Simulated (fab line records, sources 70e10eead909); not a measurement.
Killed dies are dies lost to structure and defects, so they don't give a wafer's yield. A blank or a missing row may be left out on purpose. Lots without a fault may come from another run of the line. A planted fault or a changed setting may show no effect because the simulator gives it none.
Chamber matching | flow nand_harc | NHARC_P_GATE_DESCUM_13 on rie_diel-08: 4 sister chambers
The step chemistry O2, time 3 s. 18 wafers are shown with their chamber, then 9 later ones without.

WAFERS WITH THEIR CHAMBER
wafer  | chamber | showerhead_plenum_p_Torr (Torr) | drypump_motor_current_A (A) | oes_product_au (a.u.)
L080.2 | 3       | 1.90                            | 6.0                         | 0.989
L080.4 | 1       | 1.81                            | 6.5                         | 0.986
L080.5 | 2       | 1.79                            | 6.0                         | 1.006
L081.2 | 2       | 1.79                            | 6.0                         | 0.997
L081.5 | 2       | 1.79                            | 6.0                         | 1.001
L081.6 | 1       | 1.81                            | 6.5                         | 0.983
L088.1 | 2       | 1.78                            | 6.0                         | 1.012
L088.4 | 1       | 1.81                            | 6.5                         | 0.979
L088.5 | 0       | 1.81                            | 5.8                         | 1.012
L086.1 | 1       | 1.81                            | 6.5                         | 0.987
L086.5 | 1       | 1.81                            | 6.5                         | 0.993
L086.6 | 0       | 1.81                            | 5.8                         | 1.013
L091.1 | 3       | 1.90                            | 6.0                         | 1.001
L091.3 | 0       | 1.81                            | 5.9                         | 0.997
L091.6 | 2       | 1.78                            | 6.1                         | 1.000
L092.1 | 2       | 1.78                            | 6.0                         | 1.001
L092.2 | 1       | 1.81                            | 6.5                         | 0.985
L092.6 | 2       | 1.78                            | 6.0                         | 1.004

SIGNATURES (means of the wafers above)
reading                  | chamber 0 | chamber 1 | chamber 2 | chamber 3 | scatter within a chamber
showerhead_plenum_p_Torr | 1.8100    | 1.8100    | 1.7843    | 1.9000    | 0.0035
drypump_motor_current_A  | 5.833     | 6.500     | 6.014     | 6.000     | 0.033
oes_product_au           | 1.00733   | 0.98550   | 1.00300   | 0.99500   | 0.00588
Rule: a wafer's distance from a chamber is the root of the sum, over the readings, of the square of ((its reading less the chamber's mean) divided by the reading's scatter). The wafer belongs to the nearest chamber; if the next one is less than 2 further off, it can't be placed. The scatter: the root of (the sum of the squares of (reading less its chamber's mean) over the shown wafers, divided by (wafers less chambers)).

WAFERS WITHOUT THEIR CHAMBER
wafer  | showerhead_plenum_p_Torr (Torr) | drypump_motor_current_A (A) | oes_product_au (a.u.)
L095.4 | 1.80                            | 5.8                         | 1.020
L095.5 | 1.89                            | 6.0                         | 1.003
L095.6 | 1.78                            | 6.0                         | 1.014
L097.1 | 1.78                            | 6.0                         | 1.021
L097.2 | 1.89                            | 6.0                         | 1.009
L097.3 | 1.80                            | 5.9                         | 1.010
L097.4 | 1.80                            | 6.5                         | 0.999
L097.5 | 1.89                            | 6.0                         | 1.013
L097.6 | 1.80                            | 5.8                         | 1.003

WHICH CHAMBER EACH WENT THROUGH
wafer  | from the rows above | in truth
L095.4 | 0                   | 0
L095.5 | 3                   | 3
L095.6 | 2                   | 2
L097.1 | 2                   | 2
L097.2 | 3                   | 3
L097.3 | 0                   | 0
L097.4 | 1                   | 1
L097.5 | 3                   | 3
L097.6 | 0                   | 0
Placed correctly: 9 of 9. Can't be placed from these rows: 0. Placed wrongly: 0.
